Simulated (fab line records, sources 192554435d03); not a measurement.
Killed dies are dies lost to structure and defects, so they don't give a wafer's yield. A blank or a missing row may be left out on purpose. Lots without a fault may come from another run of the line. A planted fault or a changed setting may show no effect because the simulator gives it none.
Chamber matching | flow n5_finfet | N5_BEOL_M0_SAQP_SPACER2_ALD_26 on ald_sin-03: 4 sister chambers
The step deposits SiO2, target thk 15 nm, pulse time 1 s, purge time 2 s. 4 wafers are shown with their chamber, then 10 later ones without.

WAFERS WITH THEIR CHAMBER
wafer  | chamber | heater_power_w (W)
L085.3 | 2       | 459
L085.4 | 1       | 447
L086.1 | 3       | 500
L086.2 | 0       | 388

WAFERS WITHOUT THEIR CHAMBER
wafer  | heater_power_w (W)
L086.4 | 452
L090.2 | 438
L090.4 | 383
L090.5 | 491
L091.1 | 505
L091.4 | 375
L091.6 | 386
L094.1 | 382
L094.2 | 474
L094.5 | 437

WHICH CHAMBER EACH WENT THROUGH
wafer  | from the rows above          | in truth
L086.4 | can't be placed: 1 or 2      | 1
L090.2 | can't be placed: 1 or 2      | 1
L090.4 | 0                            | 0
L090.5 | 3                            | 3
L091.1 | 3                            | 3
L091.4 | 0                            | 0
L091.6 | 0                            | 0
L094.1 | 0                            | 0
L094.2 | can't be placed: 2 or 3 or 1 | 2
L094.5 | can't be placed: 1 or 2      | 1
Placed correctly: 6 of 10. Can't be placed from these rows: 4 (the true chamber is among the candidates in 4). Placed wrongly: 0.
How it was worked out, from the rows above alone: a wafer's distance from a chamber is the root of the sum, over the readings, of the square of ((its reading less the chamber's mean) divided by the reading's scatter). The wafer belongs to the nearest chamber; if the next one is less than 2 further off, it can't be placed. A chamber's mean is the mean of its shown wafers. The scatter: with one shown wafer a chamber, the root of the mean of the squares of how far each hidden wafer lies from its nearest shown one.
